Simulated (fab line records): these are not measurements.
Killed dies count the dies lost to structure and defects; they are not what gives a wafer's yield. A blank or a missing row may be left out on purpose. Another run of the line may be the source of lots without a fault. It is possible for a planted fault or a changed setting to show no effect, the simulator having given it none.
fab line records    flow nandHarc
record: lots: 12  wafers: 36  lastDay: 24
route steps=1159 shown A_STAIRCASE@532 END@1159
lots that met no fault: from a run of the same line without faults
startH: hours from the record's opening day to when the first of the lot's shown wafers began    waitH: hours since the lot's step before    " identical to the entry in the row above    L1.1+2: one row covering several wafers at once    - value missing, or start not given    * or withheld: withheld    < > ~ a bound
route shown NAME@n: names a module that has steps shown in the file, with the first one's number in the route    usual: average and standard deviation across the fault-free wafers    same: alike in all rows    chamber/n: place in a boat    sites: readings site by site    _std_site: their standard deviation    _edge_site: outer sites' mean less inner sites'    radiusMm: for every site, how far away it sits from the centre of the wafer    mask NAME#n: copy n    behind: the tool/chamber that last shaped the wafer    hold: cause of the lot's hold/its duration in hours/its outcome    device: which transistor (n, p or np) failed to switch    end of line: the route-end tests of the same wafers    a step given without rows: its recipe and nothing more    killed: count of dies lost to structure and defects at first sort (not the wafer's yield)    map: per-die view of a wafer (x killed, . not killed, _ where there is no die)
set.NAME: the run value of the setting; set.NAME@STEP: its run value at that earlier step    model.NAME: the simulator's own value behind a step, which no gauge read
one table for each step of the route and one row for each wafer, over a sample of lots
services: when a tool's chamber went out of use (startH, in hours from the record's first day, below 0 if earlier), for how many hours, and the reason
== steps ==
step: NHARC_A_STAIRCASE_ETCH_170
recipe: targetDepthA: 2000  timeS: 66.667  ionEnergyEv: 250  c4f6FlowSccm: 25  o2FlowSccm: 20  arFlowSccm: 500  rfW: 600  biasW: 500  chemistry: C4F6/O2
usual: drypumpMotorCurrentA: 5.9/0.4  oesProductAu: 0.974/0.015  rfVppV: 547/3.8  runLengthS: 88.0/0.49  showerheadPlenumPTorr: 3.95/0.18  throttleValvePct: 26.903/0.008
lot.wafer  tool        chamber  startH  waitH  drypumpMotorCurrentA  oesProductAu  rfHoursCounterH  rfVppV  runLengthS  showerheadPlenumPTorr  throttleValvePct
L802.3     rieDiel-10  3        -       -      6.0                   0.987         23               541     87.9        3.66                   26.902
L802.6     "           2        "       "      6.4                   0.974         -                547     88.8        4.04                   26.910
L802.5     "           3        "       "      5.9                   0.977         -                541     87.9        3.66                   26.904
L804.4     rieDiel-10  0        -       -      6.2                   0.980         19               552     88.7        4.13                   26.889
L804.5     "           3        "       "      5.9                   0.973         -                540     87.8        3.65                   26.892
L804.6     "           0        "       "      6.2                   0.987         -                550     89.0        4.13                   26.897
L805.2     rieDiel-10  0        -       -      6.2                   0.984         22               551     88.1        4.13                   26.905
L805.1     "           3        "       "      6.0                   0.977         28               541     88.4        3.65                   26.888
L805.6     "           1        "       "      5.7                   0.978         -                553     87.8        4.21                   26.906
L806.3     rieDiel-10  0        -       -      6.2                   0.980         25               551     88.8        4.12                   26.900
L806.6     "           0        "       "      6.2                   0.985         -                552     88.2        4.12                   26.899
L806.5     "           1        "       "      5.7                   0.981         -                553     87.4        4.21                   26.903
L808.4     rieDiel-06  1        -       -      6.0                   0.976         -                552     88.6        4.22                   26.901
L808.6     "           3        "       "      6.0                   0.994         -                551     87.6        4.09                   26.903
L808.5     "           0        "       "      6.5                   0.971         -                545     88.0        3.87                   26.902
L810.2     rieDiel-02  2        -       -      5.2                   0.914         46               546     88.1        3.87                   26.914
L810.1     "           3        "       "      6.4                   0.973         53               547     87.5        3.95                   26.906
L810.4     "           1        "       "      5.4                   0.963         52               545     87.2        3.81                   26.904
L809.4     rieDiel-10  2        -       -      6.4                   0.946         34               549     88.3        4.04                   26.895
L809.6     "           1        "       "      5.7                   0.946         -                552     87.3        4.20                   26.897
L809.5     "           2        "       "      6.4                   0.952         -                550     88.5        4.04                   26.908
L811.2     rieDiel-02  2        -       -      5.2                   0.978         50               546     87.8        3.87                   26.901
L811.4     "           0        "       "      6.0                   0.956         58               544     88.5        3.76                   26.905
L811.6     "           3        "       "      6.4                   0.970         -                548     87.8        3.95                   26.902
L813.1     rieDiel-06  3        -       -      6.0                   1.009         22               550     87.7        4.09                   26.904
L813.5     "           0        "       "      6.5                   0.975         -                544     88.3        3.87                   26.917
L813.6     "           1        "       "      6.0                   0.990         -                553     88.4        4.21                   26.905
L818.1     rieDiel-10  2        -       -      6.4                   0.966         51               549     88.3        4.03                   26.896
L818.2     "           0        "       "      6.2                   0.967         50               550     88.3        4.11                   26.907
L818.5     "           2        "       "      6.4                   0.979         -                549     88.6        4.03                   26.906
L822.1     rieDiel-02  1        -       -      5.4                   0.950         5                544     87.0        3.80                   26.897
L822.2     "           0        "       "      6.0                   0.953         6                542     89.1        3.75                   26.899
L822.6     "           2        "       "      5.2                   0.964         -                545     87.9        3.86                   26.918
L821.4     rieDiel-06  0        -       -      6.5                   0.974         41               545     88.4        3.85                   26.909
L821.3     "           2        "       "      5.5                   1.008         37               547     88.0        3.98                   26.901
L821.6     "           1        "       "      6.0                   0.985         -                553     88.8        4.20                   26.899
step: NHARC_A_STAIRCASE_TRIM_14
recipe: timeS: 211.2  o2FlowSccm: 500  arFlowSccm: 0  biasW: 0  chemistry: O2
usual: drypumpMotorCurrentA: 5.9/0.38  oesProductAu: 1.001/0.01  rfVppV: 57.9/0.91  showerheadPlenumPTorr: 3.58/0.16  throttleValvePct: 17.036/0.0091
lot.wafer  tool        chamber  startH  waitH  drypumpMotorCurrentA  oesProductAu  rfHoursCounterH  rfVppV  showerheadPlenumPTorr  throttleValvePct
L802.3     rieDiel-06  0        -       -      6.4                   0.976         1                57.8    3.49                   17.037
L802.6     "           0        "       "      6.5                   0.971         -                56.9    3.49                   17.045
L802.5     "           1        "       "      6.0                   0.991         -                58.4    3.81                   17.032
L804.5     rieDiel-10  1        -       -      5.7                   1.010         -                57.9    3.79                   17.023
L804.6     "           3        "       "      6.0                   0.997         -                57.0    3.28                   17.036
L804.4     "           0        "       "      6.2                   1.012         -                57.1    3.72                   17.040
L805.1     rieDiel-06  3        -       -      6.0                   1.008         6                59.4    3.69                   17.036
L805.2     "           0        "       "      6.5                   0.991         6                57.9    3.48                   17.051
L805.6     "           2        "       "      5.5                   0.999         -                57.8    3.60                   17.032
L806.3     rieDiel-02  0        -       -      6.1                   0.980         47               57.5    3.38                   17.031
L806.5     "           1        "       "      5.4                   0.997         -                57.9    3.43                   17.029
L806.6     "           2        "       "      5.2                   0.998         -                57.0    3.48                   17.037
L808.4     rieDiel-10  3        -       -      5.9                   1.002         37               56.9    3.27                   17.054
L808.6     "           3        "       "      6.0                   0.996         -                57.3    3.27                   17.052
L808.5     "           0        "       "      6.2                   0.992         -                56.7    3.71                   17.021
L810.2     rieDiel-10  1        -       -      5.7                   0.998         44               59.0    3.78                   17.028
L810.4     "           2        "       "      6.4                   0.995         33               59.4    3.63                   17.016
L810.1     "           3        "       "      5.9                   1.007         40               56.4    3.27                   17.041
L809.4     rieDiel-06  3        -       -      6.0                   1.015         17               59.0    3.68                   17.028
L809.5     "           2        "       "      5.5                   1.009         -                59.2    3.59                   17.030
L809.6     "           3        "       "      6.0                   1.023         -                58.2    3.68                   17.041
L811.2     rieDiel-10  0        -       -      6.2                   1.006         37               59.2    3.71                   17.027
L811.4     "           1        "       "      5.7                   1.012         47               58.8    3.78                   17.032
L811.6     "           0        "       "      6.2                   1.004         -                58.7    3.71                   17.047
L813.1     rieDiel-02  1        -       -      5.4                   1.001         60               57.7    3.42                   17.038
L813.6     "           2        "       "      5.2                   1.004         -                57.2    3.48                   17.035
L813.5     "           3        "       "      6.4                   1.006         -                55.0    3.55                   17.047
L818.2     rieDiel-10  3        -       -      6.0                   0.992         58               55.9    3.26                   17.037
L818.1     "           2        "       "      6.4                   0.981         51               58.9    3.62                   17.023
L818.5     "           3        "       "      5.9                   0.994         -                58.0    3.26                   17.035
L822.2     rieDiel-06  1        -       -      6.0                   1.008         41               56.7    3.78                   17.037
L822.1     "           3        "       "      6.0                   1.021         40               58.0    3.67                   17.056
L822.6     "           1        "       "      6.0                   1.015         -                57.1    3.78                   17.045
L821.3     rieDiel-06  2        -       -      5.5                   1.016         38               57.3    3.58                   17.021
L821.4     "           0        "       "      6.5                   0.992         42               56.4    3.46                   17.027
L821.6     "           3        "       "      6.0                   1.001         -                57.1    3.67                   17.035
step: NHARC_A_STAIRCASE_ETCH_15
recipe: targetDepthA: 1000  timeS: 40.5  ionEnergyEv: 400  c4f8FlowSccm: 20  o2FlowSccm: 10  arFlowSccm: withheld  rfW: 600  biasW: 1000  chemistry: C4F8/O2
usual: oesProductAu: 0.942/0.012  rfVppV: 898/5.9  runLengthS: 61.9/0.45
lot.wafer  tool        chamber  startH  waitH  oesProductAu  rfHoursCounterH  rfVppV  runLengthS
L802.3     rieDiel-06  0        -       -      0.916         1                895     62.1
L802.6     "           2        "       "      0.932         -                898     61.8
L802.5     "           3        "       "      0.944         -                902     61.6
L804.4     rieDiel-10  3        -       -      0.937         -                885     61.5
L804.5     "           0        "       "      0.925         -                903     61.9
L804.6     "           1        "       "      0.935         -                906     61.5
L805.1     rieDiel-06  0        -       -      0.933         6                894     62.6
L805.2     "           2        "       "      0.933         6                897     61.7
L805.6     "           0        "       "      0.928         -                894     62.1
L806.3     rieDiel-02  2        -       -      0.945         44               895     62.1
L806.6     "           1        "       "      0.936         -                893     61.1
L806.5     "           2        "       "      0.938         -                895     62.1
L808.4     rieDiel-10  2        -       -      0.935         31               900     62.4
L808.5     "           3        "       "      0.937         -                886     62.4
L808.6     "           0        "       "      0.931         -                903     62.5
L810.2     rieDiel-10  0        -       -      0.953         34               903     62.0
L810.1     "           1        "       "      0.921         44               904     61.1
L810.4     "           2        "       "      0.936         33               899     62.0
L809.4     rieDiel-06  0        -       -      0.929         16               893     62.2
L809.6     "           2        "       "      0.970         -                898     61.7
L809.5     "           3        "       "      0.961         -                902     61.6
L811.4     rieDiel-10  3        -       -      0.948         44               887     61.6
L811.2     "           0        "       "      0.943         37               903     62.2
L811.6     "           3        "       "      0.962         -                887     61.7
L813.1     rieDiel-02  3        -       -      0.939         61               896     61.3
L813.5     "           3        "       "      0.922         -                897     61.3
L813.6     "           0        "       "      0.942         -                890     63.1
L818.2     rieDiel-10  0        -       -      0.935         51               902     62.5
L818.1     "           3        "       "      0.943         58               885     61.7
L818.5     "           0        "       "      0.945         -                902     62.5
L822.1     rieDiel-06  3        -       -      0.947         40               901     61.4
L822.2     "           1        "       "      0.947         41               905     62.3
L822.6     "           3        "       "      0.954         -                902     61.4
L821.3     rieDiel-06  0        -       -      0.947         42               894     62.1
L821.4     "           1        "       "      0.962         42               905     62.2
L821.6     "           3        "       "      0.940         -                902     61.6
step: NHARC_A_STAIRCASE_ETCH_19
recipe: targetDepthA: 1000  timeS: 40.5  ionEnergyEv: 400  c4f8FlowSccm: 20  o2FlowSccm: 10  arFlowSccm: withheld  rfW: 600  biasW: 1000  chemistry: C4F8/O2
usual: oesProductAu: 0.940/0.012  rfVppV: 898/5.9  runLengthS: 61.9/0.45
lot.wafer  tool        chamber  startH  waitH  oesProductAu  rfHoursCounterH  rfVppV  runLengthS
L802.3     rieDiel-06  1        253.65  -      0.950         1                906     62.1
L802.6     "           1        "       "      0.962         -                905     62.2
L802.5     "           2        "       "      0.950         -                898     61.8
L804.4     rieDiel-10  0        260.62  -      0.945         -                902     62.1
L804.5     "           1        "       "      0.944         -                904     61.7
L804.6     "           3        "       "      0.946         -                886     61.8
L805.2     rieDiel-06  1        266.17  -      0.951         6                905     62.2
L805.1     "           0        "       "      0.922         7                895     62.2
L805.6     "           2        "       "      0.934         -                899     61.7
L806.3     rieDiel-02  1        272.46  -      0.949         45               891     61.0
L806.6     "           2        "       "      0.946         -                895     61.9
L806.5     "           3        "       "      0.946         -                897     61.5
L808.4     rieDiel-10  2        288.84  -      0.922         31               901     62.2
L808.6     "           3        "       "      0.937         -                887     61.6
L808.5     "           0        "       "      0.922         -                902     62.2
L810.2     rieDiel-10  3        294.21  -      0.950         40               886     61.9
L810.1     "           1        "       "      0.931         44               905     61.4
L810.4     "           2        "       "      0.934         34               899     62.2
L809.4     rieDiel-06  0        299.58  -      0.905         18               894     61.9
L809.5     "           2        "       "      0.940         -                897     61.5
L809.6     "           3        "       "      0.936         -                901     62.2
L811.4     rieDiel-10  1        306.66  -      0.944         47               904     61.1
L811.2     "           3        "       "      0.948         45               887     61.6
L811.6     "           0        "       "      0.946         -                902     62.0
L813.1     rieDiel-02  0        319.67  -      0.918         62               892     62.3
L813.6     "           2        "       "      0.933         -                895     61.7
L813.5     "           3        "       "      0.922         -                897     61.9
L818.2     rieDiel-10  3        338.71  -      0.940         58               888     54.7
L818.1     "           0        "       "      0.938         52               903     62.0
L818.5     "           2        "       "      0.927         -                899     62.3
L822.1     rieDiel-06  1        358.91  -      0.934         41               906     62.1
L822.2     "           3        "       "      0.960         41               901     61.3
L822.6     "           1        "       "      0.942         -                905     62.5
L821.3     rieDiel-06  0        362.05  -      0.933         42               895     62.3
L821.4     "           1        "       "      0.938         42               905     62.6
L821.6     "           2        "       "      0.941         -                898     61.6
step: NHARC_END_SORT_01
recipe: tempC: 25
usual: killedAtArray: 28/10  killedAtOther: 0.5/0.82  killedAtPeriphery: 3.4/2.2  killedDies: 31/10  killedOpen: 3.4/1.9  killedShort: 1.9/1.3
same: grossDies: 677
lot.wafer  tool       chamber  startH  waitH  killedAtArray  killedAtOther  killedAtPeriphery  killedDies  killedOpen  killedShort
L805.1     prober-01  0        480.55  2.5    23             0              4                  27          3           2
L805.2     prober-01  0        481.33  2.8    27             0              5                  32          5           1
L805.6     prober-01  0        484.43  3.9    30             0              5                  35          4           2
killed by level:class
L805.1 A_CONTACT:chamberFilmFlake=7 A_SLIT:chamberFilmFlake=6 P_M1:chamberFilmFlake=2 A_CHANNEL_HOLE_D1:chamberFilmFlake=2 A_STAIRCASE:chamberFilmFlake=2 A_M1:chamberFilmFlake=2 P_CONTACT:geometricParticle:open=1 A_CHANNEL_FILL_D1:geometricParticle:open=1
L805.2 A_SLIT:chamberFilmFlake=11 A_CONTACT:chamberFilmFlake=7 P_M1:chamberFilmFlake=4 A_CONTACT:geometricParticle:open=3 P_CONTACT:geometricParticle:open=1 A_BLC:geometricParticle:open=1 A_BLC:geometricParticle:short=1 A_ZERO_WELL:chamberFilmFlake=1
L805.6 A_SLIT:chamberFilmFlake=16 A_CONTACT:chamberFilmFlake=5 A_CHANNEL_HOLE_D1:chamberFilmFlake=3 P_M0:geometricParticle:open=2 P_M1:chamberFilmFlake=2 A_CHANNEL_HOLE_D1:geometricParticle:open=1 A_SGD_CUT:geometricParticle:short=1 A_WL_FILL:geometricParticle:short=1
== services ==
tool        chamber  startH  hours  kind
rieDiel-10  0        232.39  22.6   repair
rieDiel-10  1        234.60  -      clean
rieDiel-10  2        234.60  -      clean
rieDiel-10  3        234.60  -      clean
rieDiel-06  -        241.43  9.0    pm
rieDiel-10  0        259.12  -      clean
rieDiel-10  1        259.12  -      clean
rieDiel-10  2        259.12  -      clean
rieDiel-10  3        259.12  -      clean
rieDiel-10  0        283.91  -      clean
rieDiel-10  1        283.91  -      clean
rieDiel-10  2        283.91  -      clean
rieDiel-10  3        283.91  -      clean
rieDiel-10  0        308.41  -      clean
rieDiel-10  1        308.41  -      clean
rieDiel-10  2        308.41  -      clean
rieDiel-10  3        308.41  -      clean
rieDiel-10  -        310.41  0.8    repair
rieDiel-02  -        329.09  9.0    pm
rieDiel-10  0        332.91  -      clean
rieDiel-10  1        332.91  -      clean
rieDiel-10  2        332.91  -      clean
rieDiel-10  3        332.91  -      clean
rieDiel-10  -        353.53  9.0    pm
== key ==
firstSign: step: NHARC_A_STAIRCASE_ETCH_19  reading: runLengthS  direction: down  sigmas: 16  usual: *  struck: *
effect none on later readings
metAt NHARC_A_STAIRCASE_ETCH_19
struckLots L818
struckWafers L818.2
testerLeftOut L818
notActingAt NHARC_A_STAIRCASE_ETCH_170,NHARC_A_STAIRCASE_TRIM_14,NHARC_A_STAIRCASE_ETCH_15
onsetBetween 306.66 338.71
fault: kind: processParameterDrift  tool: rieDiel-10  chamber: -  onsetH: 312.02  steps: NHARC_A_STAIRCASE_ETCH_19  channel: timeS  offset: *  shape: step  endH: 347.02  scope: struckWafersOnly  actsIn: *  stated: *
testerLeftOut: of these lots the tester's yield and bins aren't shown, on N5 and GAA mostly nor the transistor test; their killed dies are dies lost to structure and defects alone, not to doping, threshold or leakage, so they don't give the yield
